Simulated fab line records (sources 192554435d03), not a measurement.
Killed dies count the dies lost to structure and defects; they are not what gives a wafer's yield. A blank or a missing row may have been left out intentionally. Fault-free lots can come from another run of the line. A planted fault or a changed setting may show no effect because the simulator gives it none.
Which tool did it? / flow n5-finfet / 7 lots with 21 wafers sampled at 2 steps, on a route of 1938 steps

WHAT THE GAUGES SHOWED, per wafer
N5_BEOL_M14_OCD_MEAS_35.
lot=L890; measured=day 11 21:49; on=ocd-02; trench-depth-nm (nm)=560 563 567
lot=L892; measured=day 12 10:53; on=ocd-01; trench-depth-nm (nm)=559 561 558
lot=L896; measured=day 13 23:52; on=ocd-01; trench-depth-nm (nm)=555 566 547
lot=L899; measured=day 15 13:28; on=ocd-02; trench-depth-nm (nm)=828 554 556
lot=L903; measured=day 16 05:17; on=ocd-02; trench-depth-nm (nm)=557 566 553
lot=L906; measured=day 16 05:21; on=ocd-01; trench-depth-nm (nm)=565 546 564
lot=L908; measured=day 17 11:39; on=ocd-01; trench-depth-nm (nm)=565 549 558

EACH LOT AND THE TOOL THAT RAN IT (in order: tool; ch and the chambers of the sampled wafers; start)
lot=L890; N5_BEOL_M14_TRENCH_ETCH_34=rie-diel-04 ch 0,2,3, day 11 21:40
lot=L892; N5_BEOL_M14_TRENCH_ETCH_34=rie-diel-05 ch 2,3, day 12 10:43
lot=L896; N5_BEOL_M14_TRENCH_ETCH_34=rie-diel-05 ch 0,1,3, day 13 23:43
lot=L899; N5_BEOL_M14_TRENCH_ETCH_34=rie-diel-05 ch 0,2, day 15 13:18
lot=L903; N5_BEOL_M14_TRENCH_ETCH_34=rie-diel-04 ch 1,2, day 16 05:08
lot=L906; N5_BEOL_M14_TRENCH_ETCH_34=rie-diel-02 ch 0,2,3, day 16 05:12
lot=L908; N5_BEOL_M14_TRENCH_ETCH_34=rie-diel-04 ch 0,1,2, day 17 11:30
- N5_BEOL_M14_TRENCH_ETCH_34: etches SiO2 in C4F8/O2/Ar, target depth 556.65 nm, time 126.9 s.

THE ANSWER, worked out from the rows above alone
Rule: the lots themselves supply what counts as usual. Put in order of their means at a reading, lots are off if they are a third of the lots or fewer, leave a main group of 4 or more, and stand apart from it by a gap of 3 or more times the standard deviation of the main group's means; of several such gaps the widest counts. A main group is skipped when, at the precision printed for the reading in the tables above, its means are all equal. A lot without any number at a reading at which 4 lots or more have one is off too. Any other lot the step has rows for is counted as sound.
Off, at N5_BEOL_M14_OCD_MEAS_35 on trench-depth-nm: L899. Main group: mean 559 nm, sd 2.3.
If a tool, at a process step before that reading, ran all the lots that are off and no sound lot after the first of them, it fits. The gauges at N5_BEOL_M14_OCD_MEAS_35 are tried like those tools. One fits: rie-diel-05 at N5_BEOL_M14_TRENCH_ETCH_34. A fault onset in the window from L896 (day 13 23:43, its last sound lot) to L899 (day 15 13:18, its first lot off) fits.

WHAT THE SIMULATOR PUT IN
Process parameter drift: rie-diel-05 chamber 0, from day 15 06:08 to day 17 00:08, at N5_BEOL_M14_TRENCH_ETCH_34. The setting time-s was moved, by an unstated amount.
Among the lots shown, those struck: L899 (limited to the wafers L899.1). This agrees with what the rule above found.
